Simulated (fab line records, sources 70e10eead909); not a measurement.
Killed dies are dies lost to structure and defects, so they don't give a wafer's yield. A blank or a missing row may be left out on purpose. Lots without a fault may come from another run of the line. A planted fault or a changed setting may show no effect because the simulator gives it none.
Which tool did it? | flow nand_harc | 6 lots, 17 wafers sampled, at 5 steps of a route of 1159

WHAT THE GAUGES READ, wafer by wafer
NHARC_END_SORT_01.
lot  | measured     | on        | killed_at_array
L828 | day 23 06:32 | prober-02 | 30 23 25

WHICH TOOL RAN EACH LOT (tool, then ch and the chambers of the sampled wafers, then the start)
lot  | NHARC_A_SGD_CUT_ETCH_15                       | NHARC_A_SLIT_DEP_00           | NHARC_A_SLIT_DEP_23             | NHARC_A_SLIT_SOFTBAKE_04
L815 | rie_diel-12 ch 1,3, day 14 14:44 or earlier   | acl_dep-02 ch 0, day 14 14:44 | pecvd-04 ch 0,2, day 14 16:44   | litho_track-06 ch 0, day 14 17:00
L823 | rie_diel-09 ch 1,2, day 16 12:01 or earlier   | acl_dep-01 ch 0, day 16 12:01 | pecvd-04 ch 0, day 16 14:04     | litho_track-06 ch 0, day 16 14:00
L825 | rie_diel-06 ch 1,2,3, day 17 08:10 or earlier | acl_dep-03 ch 0, day 17 08:10 | pecvd-04 ch 1,2, day 17 10:08   | litho_track-01 ch 0, day 17 10:00
L828 | rie_diel-06 ch 0,1, day 17 21:06 or earlier   | acl_dep-03 ch 0, day 17 21:06 | pecvd-04 ch 1,2, day 17 23:10   | litho_track-01 ch 0, day 17 23:00
L833 | rie_diel-06 ch 0,1,2, day 19 06:53 or earlier | acl_dep-03 ch 0, day 19 06:53 | pecvd-03 ch 0,1,2, day 19 08:01 | litho_track-06 ch 0, day 19 08:00
L836 | rie_diel-12 ch 0,1, day 19 20:26 or earlier   | acl_dep-02 ch 0, day 19 20:26 | pecvd-04 ch 0,1, day 19 21:46   | litho_track-04 ch 0, day 19 22:00
- NHARC_A_SGD_CUT_ETCH_15: etches the open film in CH3F/O2, target depth 75 nm, time 64.3 s.
- NHARC_A_SLIT_DEP_00: deposits aC, target thk 3200 nm.
- NHARC_A_SLIT_DEP_23: deposits SiON, target thk 100 nm.
- NHARC_A_SLIT_SOFTBAKE_04: time 55 s.

THE ANSWER, worked out from the rows above alone
Rule: what is usual is taken from the lots themselves. Put in order of their means at a reading, lots are off if they are a third of the lots or fewer, leave a main group of 4 or more, and stand apart from it by a gap of 3 or more times the standard deviation of the main group's means; of several such gaps the widest counts. A main group whose means are all the same, to the digits that the tables above print for the reading, isn't used. A lot without any number at a reading at which 4 lots or more have one is off too. The other lots that the step has rows for count as sound.
No lot is off at any reading shown: from this, nothing can be told.

WHAT THE SIMULATOR HAD PUT IN
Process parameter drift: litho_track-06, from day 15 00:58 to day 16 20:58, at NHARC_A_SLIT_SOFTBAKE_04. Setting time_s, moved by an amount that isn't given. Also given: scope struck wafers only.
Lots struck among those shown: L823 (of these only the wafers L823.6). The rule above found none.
